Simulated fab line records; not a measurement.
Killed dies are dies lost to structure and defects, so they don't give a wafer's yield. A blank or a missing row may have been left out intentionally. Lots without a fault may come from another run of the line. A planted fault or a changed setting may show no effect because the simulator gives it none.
fab line records	flow n5Finfet
record: lots: 9	wafers: 27	lastDay: 18
route steps=1938 shown BEOL_M4@1111 BEOL_M7@1283 PASSIVATION@1936
lots with no fault: from the same line, run without faults
startH: start of the lot's first displayed wafer, in hours after the record's first day	waitH: hours since the lot's step before	" as in the row above	L1.1+2: one row covering several wafers at once	- no value, or no start given	* or withheld: withheld	< > ~ a bound
route shown NAME@n: a module of which the file shows steps, and the number in the route of the first	usual: mean and standard deviation over wafers with no fault	same: alike in all rows	chamber/n: place in a boat	sites: readings site by site	_std_site: standard deviation across them	_edge_site: outer sites' mean less inner sites'	radiusMm: for every site, how far away it sits from the centre of the wafer	mask NAME#n: copy n	behind: the last tool/chamber to shape the wafer	hold: what put the lot on hold/how long, in hours/how the hold closed	device: which transistor (n, p or np) failed to switch	end of line: the same wafers' tests at the end of the route	where a step has no rows: the recipe by itself	killed: dies lost to structure and defects at the first sort, not the wafer's yield	map: per-die view of a wafer (x killed, . not killed, _ where there is no die)
set.NAME: the setting as run; set.NAME@STEP: as run at that earlier step	model.NAME: the simulator's own value behind a step, which no gauge read
the route's steps for a sample of lots (tables are steps, rows are wafers)
services: from which hour (startH, from the record's first day; less than 0 if before it) a tool's chamber was out of use, for how many hours, and why
== steps ==
step: N5_BEOL_M4_RC_MEAS_101
usual: DIBL_N: 36.3/2	DIBL_P: 36.3/2.4	IOFF_N: 0.16/0.034	IOFF_P: 0.21/0.035	ION_N: 672/12	ION_P: 459/6.5	SS_N: 71.6/0.67	SS_P: 73.3/0.71	VT_N: 250/3.5	VT_P: -251/3
lot.wafer	tool	chamber	startH	waitH	DIBL_N[mV/V]	DIBL_P[mV/V]	IOFF_N[nA/um]	IOFF_P[nA/um]	ION_N[uA/um]	ION_P[uA/um]	SS_N[mV/dec]	SS_P[mV/dec]	VT_N[mV]	VT_P[mV]
L977.1	prober-01	0	200.49	0.0	34.8	35.7	0.14	0.19	674	460	71.6	72.7	251	-250
L977.3	"	0	"	"	36.4	37.8	0.16	0.22	675	467	71.6	73.9	249	-249
L977.6	"	0	"	"	36.4	36.9	0.17	0.21	680	458	70.6	73.1	247	-251
L978.2	prober-02	0	219.97	0.2	31.6	31.6	0.11	0.16	650	451	71.4	72.7	258	-253
L978.4	"	0	"	"	33.2	33.4	0.13	0.18	660	457	70.7	72.2	252	-251
L978.6	"	0	"	"	33.5	34.0	0.14	0.20	668	458	71.6	73.1	251	-248
L979.1	prober-02	0	253.69	0.0	36.3	35.8	0.16	0.24	670	465	72.2	72.4	252	-246
L979.2	"	0	"	"	34.7	33.7	0.13	0.20	658	463	71.6	72.2	251	-250
L979.6	"	0	"	"	33.9	32.3	0.11	0.17	627	450	72.0	72.4	259	-250
L981.3	prober-02	0	261.43	0.3	38.4	39.9	0.19	0.26	689	467	71.9	74.1	247	-250
L981.5	"	0	"	"	37.1	37.6	0.17	0.24	673	465	71.4	73.6	251	-246
L981.6	"	0	"	"	35.5	36.4	0.14	0.20	669	459	70.8	73.8	251	-249
L990.2	prober-02	0	308.36	0.2	36.9	37.5	0.17	0.21	678	459	71.0	73.6	248	-251
L990.5	"	0	"	"	34.1	33.3	0.12	0.14	659	448	70.7	72.5	255	-256
L990.6	"	0	"	"	39.1	39.4	0.21	0.23	682	458	72.3	73.4	246	-251
L993.2	prober-02	0	313.77	0.2	36.8	36.2	0.16	0.20	676	458	71.6	74.0	251	-249
L993.4	"	0	"	"	33.8	32.4	0.12	0.15	666	460	70.9	72.0	255	-256
L993.6	"	0	"	"	34.3	33.0	0.13	0.16	672	459	70.7	72.4	253	-252
L992.1	prober-01	0	317.86	0.0	37.9	38.8	0.20	0.25	699	473	72.3	74.4	245	-248
L992.3	"	0	"	"	37.1	37.0	0.18	0.22	679	463	71.9	73.8	246	-249
L992.4	"	0	"	"	40.2	40.1	0.24	0.28	693	469	72.8	74.6	243	-250
L989.3	prober-02	0	319.02	0.3	37.0	38.8	0.20	0.25	682	462	71.8	74.3	247	-248
L989.5	"	0	"	"	34.8	34.8	0.15	0.19	666	454	71.2	74.1	249	-252
L989.6	"	0	"	"	38.7	38.5	0.24	0.24	676	458	72.4	74.0	244	-249
L994.1	prober-01	0	326.38	0.0	36.8	37.1	0.19	0.22	680	459	71.8	73.0	248	-249
L994.5	"	0	"	"	37.2	37.9	0.20	0.24	679	459	72.0	73.4	246	-248
L994.6	"	0	"	"	36.1	36.1	0.18	0.21	684	462	72.0	72.6	245	-251
step: N5_BEOL_M7_STRIP_67
recipe: chemistry: CF4	resist: SiARC	powerW: 300	biasPowerW: 75	pressureMtorr: 50	cf4FlowSccm: 150	rfFrequencyHz: 6e+07
usual: drypumpMotorCurrentA: 5.8/0.69	oesProductAu: 0.76/0.054	rfVppV: 270.8/1.3	showerheadPlenumPTorr: 1.77/0.044	throttleValvePct: 13.55/0.2
lot.wafer	tool	chamber	startH	waitH	drypumpMotorCurrentA	oesProductAu	rfHoursCounterH	rfVppV	showerheadPlenumPTorr	throttleValvePct
L978.2	rieDiel-01	1	244.48	0.0	4.9	0.70	215	270.4	1.70	13.69
L978.4	"	0	"	"	5.6	0.78	138	270.6	1.82	13.75
L978.6	"	1	"	"	4.9	0.71	-	268.5	1.70	13.73
L977.1	rieDiel-03	3	261.10	0.0	6.4	0.72	222	270.6	1.77	13.73
L977.3	"	1	"	"	5.4	0.82	67	271.7	1.82	13.15
L977.6	"	1	"	"	5.4	0.82	-	271.6	1.81	13.14
L979.1	rieDiel-03	2	276.44	0.0	6.6	0.74	200	268.5	1.71	13.77
L979.2	"	3	"	"	6.5	0.71	226	271.8	1.77	13.75
L979.6	"	2	"	"	6.6	0.74	-	270.6	1.71	13.77
L981.3	rieDiel-01	1	291.24	0.0	4.8	0.69	227	268.2	1.70	13.73
L981.5	"	3	"	"	6.3	0.84	-	269.2	1.76	13.52
L981.6	"	0	"	"	5.6	0.77	-	271.5	1.81	13.79
L990.2	rieDiel-01	2	336.88	0.0	5.2	0.70	206	270.4	1.78	13.48
L990.5	"	2	"	"	5.2	0.69	-	271.0	1.78	13.49
L990.6	"	1	"	"	4.9	0.69	-	271.3	1.70	13.78
L993.2	rieDiel-01	1	338.55	0.0	4.9	0.68	240	270.8	1.70	13.78
L993.4	"	0	"	"	5.6	0.76	163	272.0	1.81	13.81
L993.6	"	1	"	"	4.9	0.68	-	268.2	1.70	13.79
L989.3	rieDiel-03	3	341.06	0.0	6.4	0.70	244	270.8	1.77	13.78
L989.5	"	0	"	"	6.4	0.78	-	271.0	1.79	13.46
L989.6	"	1	"	"	5.3	0.81	-	272.2	1.81	13.19
L992.1	rieDiel-04	2	344.16	0.0	6.5	0.81	67	271.2	1.73	13.25
L992.3	"	3	"	"	6.7	0.78	107	269.7	1.75	13.58
L992.4	"	0	"	"	5.4	0.70	231	272.3	1.83	13.65
L994.1	rieDiel-01	0	352.23	0.0	5.6	0.76	167	269.9	1.81	13.81
L994.5	"	2	"	"	5.2	0.69	-	270.9	1.78	13.50
L994.6	"	3	"	"	6.4	0.82	-	270.6	1.76	13.57
step: N5_BEOL_M7_INSPECT_30
recipe: mode: adi	inspectInstrument: brightfield
usual: rawDefectCount: 400/87
lot.wafer	tool	chamber	startH	waitH	rawDefectCount
L978.2	defectInspect-01	-	246.06	0.0	331
L978.4	"	-	"	"	306
L978.6	"	-	"	"	301
L977.1	defectInspect-02	-	264.92	0.1	390
L977.3	"	-	"	"	403
L977.6	"	-	"	"	354
L979.1	defectInspect-01	-	278.17	0.1	498
L979.2	"	-	"	"	445
L979.6	"	-	"	"	575
L981.3	defectInspect-02	-	292.33	0.0	352
L981.5	"	-	"	"	479
L981.6	"	-	"	"	426
L993.2	defectInspect-01	-	339.28	0.0	427
L993.4	"	-	"	"	323
L993.6	"	-	"	"	448
L990.2	defectInspect-01	-	339.45	0.0	467
L990.5	"	-	"	"	384
L990.6	"	-	"	"	495
L989.3	defectInspect-01	-	341.74	0.0	472
L989.5	"	-	"	"	440
L989.6	"	-	"	"	360
L992.1	defectInspect-02	-	346.25	0.1	280
L992.3	"	-	"	"	281
L992.4	"	-	"	"	308
L994.1	defectInspect-02	-	353.08	0.1	368
L994.5	"	-	"	"	375
L994.6	"	-	"	"	283
step: N5_BEOL_M7_VIA_ETCH_34
recipe: chemistry: C4F6/O2	target: SiCOH_lowk	targetDepthA: 1255	maskMaterial: SOC	taperDeg: 4	timeS: 50.5	ionEnergyEv: 250	pressureMtorr: 30	sourceW: 345	biasW: 185	Ar_flow_sccm: 300	C4F6_flow_sccm: 10	O2_flow_sccm: 10
usual: C4F6_flow_sccm: 9.995/0.029	O2_flow_sccm: 10.00/0.033	drypumpMotorCurrentA: 5.8/0.71	oes_o_777_au: 0.75/0.059	oesProductAu: 0.75/0.057	rfVppV: 665/16	showerheadPlenumPTorr: 2.81/0.071	throttleValvePct: 20.77/0.18
lot.wafer	tool	chamber	startH	waitH	C4F6_flow_sccm	O2_flow_sccm	drypumpMotorCurrentA	oes_o_777_au	oesProductAu	rfHoursCounterH	rfVppV	showerheadPlenumPTorr	throttleValvePct
L978.2	rieDiel-04	3	246.27	0.0	9.937	9.97	6.7	0.78	0.82	81	686	2.76	20.78
L978.4	"	2	"	"	10.052	9.93	6.5	0.85	0.85	35	682	2.78	20.55
L978.6	"	2	"	"	9.985	9.99	6.5	0.85	0.85	-	683	2.78	20.56
L977.1	rieDiel-01	3	265.13	0.0	10.000	9.99	6.4	0.84	0.84	62	649	2.79	20.88
L977.3	"	2	"	"	10.002	10.03	5.2	0.67	0.70	188	672	2.84	20.69
L977.6	"	1	"	"	9.982	9.99	4.9	0.67	0.68	-	673	2.71	20.94
L979.1	rieDiel-03	2	278.38	0.0	9.960	9.98	6.6	0.76	0.73	200	634	2.71	20.99
L979.2	"	0	"	"	9.975	10.01	6.4	0.77	0.76	115	664	2.83	20.58
L979.6	"	1	"	"	9.965	10.02	5.4	0.80	0.81	-	654	2.88	20.44
L981.3	rieDiel-01	1	292.72	0.0	9.969	10.03	4.9	0.67	0.68	228	673	2.70	20.95
L981.5	"	3	"	"	10.040	9.95	6.4	0.84	0.83	-	648	2.78	20.89
L981.6	"	2	"	"	9.975	10.01	5.2	0.67	0.68	-	674	2.84	20.70
L993.2	rieDiel-01	1	339.50	0.0	9.990	10.01	4.9	0.66	0.67	241	672	2.70	20.99
L993.4	"	2	"	"	9.993	10.05	5.2	0.66	0.68	207	674	2.83	20.71
L993.6	"	3	"	"	10.014	9.98	6.4	0.83	0.81	-	649	2.78	20.91
L990.2	rieDiel-01	3	340.31	0.0	-	-	-	-	-	-	-	-	-
L990.5	"	3	"	"	-	-	-	-	-	-	-	-	-
L990.6	"	2	"	"	-	-	-	-	-	-	-	-	-
L989.3	rieDiel-01	0	342.16	0.0	-	-	-	-	-	-	-	-	-
L989.5	"	1	"	"	-	-	-	-	-	-	-	-	-
L989.6	"	2	"	"	-	-	-	-	-	-	-	-	-
L992.1	rieDiel-01	2	346.51	0.0	-	-	-	-	-	-	-	-	-
L992.3	"	0	"	"	-	-	-	-	-	-	-	-	-
L992.4	"	1	"	"	-	-	-	-	-	-	-	-	-
L994.1	rieDiel-04	1	353.39	0.0	9.987	10.02	4.7	0.70	0.71	205	675	2.93	20.77
L994.5	"	2	"	"	10.024	10.03	6.5	0.80	0.81	-	682	2.77	20.61
L994.6	"	3	"	"	9.993	10.05	6.7	0.76	0.79	-	686	2.75	20.82
step: N5_BEOL_M7_TRENCH_ETCH_37
recipe: chemistry: C4F6/O2	targetDepthA: 934.78	target: SiCOH_lowk	timeS: 31.2	ionEnergyEv: 250	pressureMtorr: 30	sourceW: 345	biasW: 185	Ar_flow_sccm: 300	C4F6_flow_sccm: 10	O2_flow_sccm: 10
usual: C4F6_flow_sccm: 10.006/0.029	O2_flow_sccm: 9.99/0.03	drypumpMotorCurrentA: 5.8/0.71	oes_o_777_au: 0.75/0.059	oesProductAu: 0.75/0.057	rfVppV: 665/16	showerheadPlenumPTorr: 2.81/0.071	throttleValvePct: 20.80/0.18
lot.wafer	tool	chamber	startH	waitH	C4F6_flow_sccm	O2_flow_sccm	drypumpMotorCurrentA	oes_o_777_au	oesProductAu	rfHoursCounterH	rfVppV	showerheadPlenumPTorr	throttleValvePct
L978.2	rieDiel-04	3	-	-	10.014	9.97	6.8	0.79	0.81	81	687	2.76	20.80
L978.4	"	2	"	"	10.029	9.99	6.5	0.84	0.85	35	683	2.78	20.59
L978.6	"	2	"	"	10.033	10.00	6.5	0.85	0.86	-	682	2.78	20.59
L977.1	rieDiel-01	3	-	-	9.964	9.96	6.4	0.84	0.82	62	648	2.79	20.90
L977.3	"	2	"	"	10.020	9.92	5.2	0.68	0.69	188	673	2.84	20.72
L977.6	"	1	"	"	9.986	9.97	4.9	0.67	0.68	-	674	2.70	20.97
L979.1	rieDiel-03	2	-	-	9.996	10.02	6.6	0.77	0.74	201	634	2.71	21.02
L979.2	"	0	"	"	10.044	9.98	6.4	0.76	0.77	116	663	2.83	20.62
L979.6	"	1	"	"	9.975	9.99	5.3	0.80	0.81	-	653	2.88	20.46
L981.3	rieDiel-01	1	-	-	9.975	9.96	4.9	0.66	0.67	228	674	2.70	21.00
L981.5	"	3	"	"	10.017	9.97	6.4	0.83	0.81	-	650	2.78	20.91
L981.6	"	2	"	"	9.968	9.97	5.2	0.67	0.68	-	675	2.84	20.71
L993.2	rieDiel-01	1	-	-	9.976	10.04	4.9	0.67	0.67	241	673	2.70	20.98
L993.4	"	2	"	"	10.028	10.01	5.2	0.66	0.67	207	673	2.83	20.73
L993.6	"	3	"	"	9.982	10.00	6.4	0.82	0.81	-	650	2.78	20.94
L990.2	rieDiel-01	3	-	-	9.990	10.01	6.4	0.83	0.80	81	650	2.78	20.93
L990.5	"	3	"	"	10.010	9.99	6.4	0.82	0.81	-	650	2.78	20.94
L990.6	"	2	"	"	9.998	9.99	5.2	0.66	0.68	-	674	2.83	20.74
L989.3	rieDiel-01	0	-	-	10.012	10.02	5.6	0.78	0.75	164	666	2.86	21.10
L989.5	"	1	"	"	9.962	9.98	4.9	0.66	0.67	-	674	2.70	21.02
L989.6	"	2	"	"	10.024	10.02	5.2	0.67	0.67	-	673	2.83	20.74
L992.1	rieDiel-01	2	-	-	10.000	10.02	5.2	0.66	0.68	210	674	2.83	20.75
L992.3	"	0	"	"	10.001	10.06	5.6	0.78	0.76	165	664	2.86	21.13
L992.4	"	1	"	"	9.985	10.06	4.9	0.66	0.67	243	673	2.69	21.01
L994.1	rieDiel-04	1	-	-	9.967	9.98	4.7	0.71	0.71	205	673	2.93	20.81
L994.5	"	2	"	"	9.963	10.02	6.5	0.80	0.80	-	682	2.76	20.65
L994.6	"	3	"	"	10.015	10.00	6.7	0.75	0.78	-	686	2.75	20.84
step: N5_PASSIVATION_PROBE_49
usual: defectLimitedYield: 91.4/1.5	killed_at_M0_to_M3: 33/11	killed_at_M4_up: 14/5.3	killedAtContacts: 13/6.2	killedAtFrontEnd: 39/13	killedAtOther: 3.1/2.8	killedDies: 102/17	killedOnRim: 13/3.8	killedOpen: 68/13	killedShort: 32/7.8	sort_bin_5_function: 5.1/0.95	sort_bin_6_memory: 3.2/0.7	sort_bin_8_speed: 0.02/0.16	sortNPass: 1078/18	sortYieldPct: 91.3/1.5
same: grossDies: 1180	killedAtBackSide: 0	sort_bin_4_leakage[%]: 0
lot.wafer	tool	chamber	startH	waitH	defectLimitedYield[%]	killed_at_M0_to_M3	killed_at_M4_up	killedAtContacts	killedAtFrontEnd	killedAtOther	killedDies	killedOnRim	killedOpen	killedShort	sort_bin_5_function[%]	sort_bin_6_memory[%]	sort_bin_8_speed[%]	sortNPass	sortYieldPct[%]
L977.1	prober-01	-	336.63	0.3	91.4	30	23	5	41	2	101	17	67	34	5.0	3.4	0	1079	91.4
L977.3	prober-01	-	336.73	0.4	90.6	31	16	8	55	1	111	19	68	38	5.8	3.1	0	1069	90.6
L977.6	prober-01	-	336.88	0.5	90.8	35	19	12	41	2	109	13	77	32	4.9	4.2	0	1071	90.8
L990.2	prober-02	-	422.91	0.1	0	56	1078	6	37	3	1180	152	65	41	95.7	3.9	0	0	0
L990.5	prober-02	-	423.06	0.2	0	34	1071	18	55	2	1180	152	84	36	96.4	3.1	0	0	0
L990.6	prober-02	-	423.11	0.3	0	46	1063	14	55	2	1180	152	76	52	95.4	3.9	0	0	0
L989.3	prober-02	-	425.66	0.1	0	38	1106	8	26	2	1180	152	53	33	97.9	1.9	0	0	0
L989.5	prober-02	-	425.76	0.2	0	56	1063	15	37	9	1180	152	80	47	95.0	4.4	0	0	0
L989.6	prober-02	-	425.81	0.3	0	38	1098	11	31	2	1180	152	52	35	96.9	2.9	0	0	0
L992.1	prober-01	-	427.37	0.0	0	19	1109	11	34	7	1180	152	64	26	97.0	2.8	0	0	0
L992.3	prober-01	-	427.47	0.1	0	21	1128	7	20	4	1180	152	40	24	98.2	1.4	0	0	0
L992.4	prober-01	-	427.52	0.2	0	19	1109	10	39	3	1180	152	56	32	96.2	3.1	0	0	0
killed by level:class
L977.1 FIN_SAQP:geometricParticle:open=16 BEOL_M3:geometricParticle:open=11 BEOL_M4:geometricParticle:open=10 FIN_SAQP:geometricParticle:short=9 BEOL_M0_SAQP:geometricParticle:short=8 MOL_CONTACT_COAG:geometricParticle:open=5 BEOL_M8:geometricParticle:open=5 BEOL_M0_SAQP:geometricParticle:open=3
L977.3 FIN_SAQP:geometricParticle:open=17 STI_FIN_REVEAL:geometricParticle:open=8 BEOL_M0_SAQP:geometricParticle:short=8 FIN_SAQP:geometricParticle:short=7 BEOL_M0_SAQP:geometricParticle:open=7 DUMMY_GATE:geometricParticle:open=6 MOL_CONTACT_COAG:geometricParticle:open=5 BEOL_M1:geometricParticle:short=5
L977.6 BEOL_M4:geometricParticle:open=13 FIN_SAQP:geometricParticle:open=10 DUMMY_GATE:geometricParticle:open=8 MOL_CONTACT_COAG:geometricParticle:open=8 BEOL_M2:geometricParticle:open=8 FIN_SAQP:geometricParticle:short=7 BEOL_M0_SAQP:geometricParticle:open=7 BEOL_M3:geometricParticle:open=7
L990.2 BEOL_M7:areaEtch=1072 BEOL_M0_SAQP:geometricParticle:short=11 BEOL_M0_SAQP:geometricParticle:open=10 BEOL_M3:geometricParticle:open=10 STI_FIN_REVEAL:geometricParticle:open=9 FIN_SAQP:geometricParticle:open=8 BEOL_M2:geometricParticle:open=8 FIN_SAQP:geometricParticle:short=7
L990.5 BEOL_M7:areaEtch=1058 MOL_CONTACT_COAG:geometricParticle:open=15 FIN_SAQP:geometricParticle:open=12 STI_FIN_REVEAL:geometricParticle:open=12 BEOL_M0_SAQP:geometricParticle:open=9 BEOL_M0_SAQP:geometricParticle:short=9 FIN_SAQP:geometricParticle:short=6 DUMMY_GATE:geometricParticle:open=6
L990.6 BEOL_M7:areaEtch=1050 FIN_SAQP:geometricParticle:open=12 FIN_SAQP:geometricParticle:short=9 BEOL_M2:geometricParticle:open=9 STARTING-WAFER:geometricParticle:short=9 MOL_CONTACT_COAG:geometricParticle:open=8 BEOL_M0_SAQP:geometricParticle:open=8 BEOL_M0_SAQP:geometricParticle:short=7
L989.3 BEOL_M7:areaEtch=1092 BEOL_M0_SAQP:geometricParticle:open=15 BEOL_M4:geometricParticle:open=10 BEOL_M0_SAQP:geometricParticle:short=8 MOL_CONTACT_COAG:geometricParticle:open=5 FIN_SAQP:geometricParticle:short=4 BEOL_M2:geometricParticle:short=4 FIN_SAQP:geometricParticle:open=3
L989.5 BEOL_M7:areaEtch=1052 BEOL_M0_SAQP:geometricParticle:short=18 BEOL_M0_SAQP:geometricParticle:open=17 MOL_CONTACT_COAG:geometricParticle:open=13 BEOL_M4:geometricParticle:open=7 PASS1_DEP:geometricParticle:short=7 GATE_CUT:geometricParticle:open=6 BEOL_M2:geometricParticle:open=6
L989.6 BEOL_M7:areaEtch=1087 BEOL_M0_SAQP:geometricParticle:open=11 MOL_CONTACT_COAG:geometricParticle:open=11 BEOL_M0_SAQP:geometricParticle:short=9 BEOL_M4:geometricParticle:open=7 STARTING-WAFER:geometricParticle:short=6 BEOL_M3:geometricParticle:short=5 FIN_SAQP:geometricParticle:short=4
L992.1 BEOL_M7:areaEtch=1089 MOL_CONTACT_COAG:geometricParticle:open=10 BEOL_M4:geometricParticle:open=10 GATE_CUT:geometricParticle:short=8 FIN_SAQP:geometricParticle:open=7 BEOL_M0_SAQP:geometricParticle:open=6 FIN_SAQP:geometricParticle:short=4 GATE_CUT:geometricParticle:open=4
L992.3 BEOL_M7:areaEtch=1116 BEOL_M2:geometricParticle:open=7 MOL_CONTACT_COAG:geometricParticle:open=6 GATE_CUT:geometricParticle:open=5 BEOL_M4:geometricParticle:open=5 GATE_CUT:geometricParticle:short=4 FIN_SAQP:geometricParticle:short=3 FIN_SAQP:geometricParticle:open=3
L992.4 BEOL_M7:areaEtch=1092 BEOL_M4:geometricParticle:open=9 FIN_SAQP:geometricParticle:short=8 FIN_SAQP:geometricParticle:open=7 MOL_CONTACT_COAG:geometricParticle:open=6 BEOL_M2:geometricParticle:open=6 STI_FIN_REVEAL:geometricParticle:open=5 GATE_CUT:geometricParticle:open=5
== services ==
tool	chamber	startH	hours	kind
rieDiel-01	3	233.71	4.6	repair
rieDiel-03	-	247.81	0.9	repair
rieDiel-03	1	292.57	11.4	repair
rieDiel-04	-	307.34	1.1	repair
rieDiel-03	3	329.30	4.3	repair
rieDiel-04	3	332.64	7.5	repair
rieDiel-04	0	334.08	6.7	repair
rieDiel-03	3	348.00	1.3	repair
== key ==
firstSign: step: N5_BEOL_M7_VIA_ETCH_34	reading: toolRecord	direction: missing
effect: step: N5_PASSIVATION_PROBE_49	reading: killed_at_M4_up	direction: up	sigmas: 99+	usual: 14	struck: 1092
moreKillsBornAt: N5_BEOL_M7_VIA_ETCH_34@rieDiel-01: 9708
metAt N5_BEOL_M7_VIA_ETCH_34
struckLots L989,L990,L992
laterRowsLeftOut L989.3,L989.5,L989.6,L990.2,L990.5,L990.6,L992.1,L992.3,L992.4
notActingAt N5_BEOL_M7_STRIP_67,N5_BEOL_M7_INSPECT_30,N5_BEOL_M7_TRENCH_ETCH_37
onsetBetween 292.72 340.31
fault: kind: skippedStepWhole	tool: rieDiel-01	chamber: -	onsetH: 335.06	steps: N5_BEOL_M7_VIA_ETCH_34	scope: struckLotsOnly
laterRowsLeftOut: the simulator's readings of these wafers behind a module that went badly wrong aren't trusted and aren't shown, but for the sort
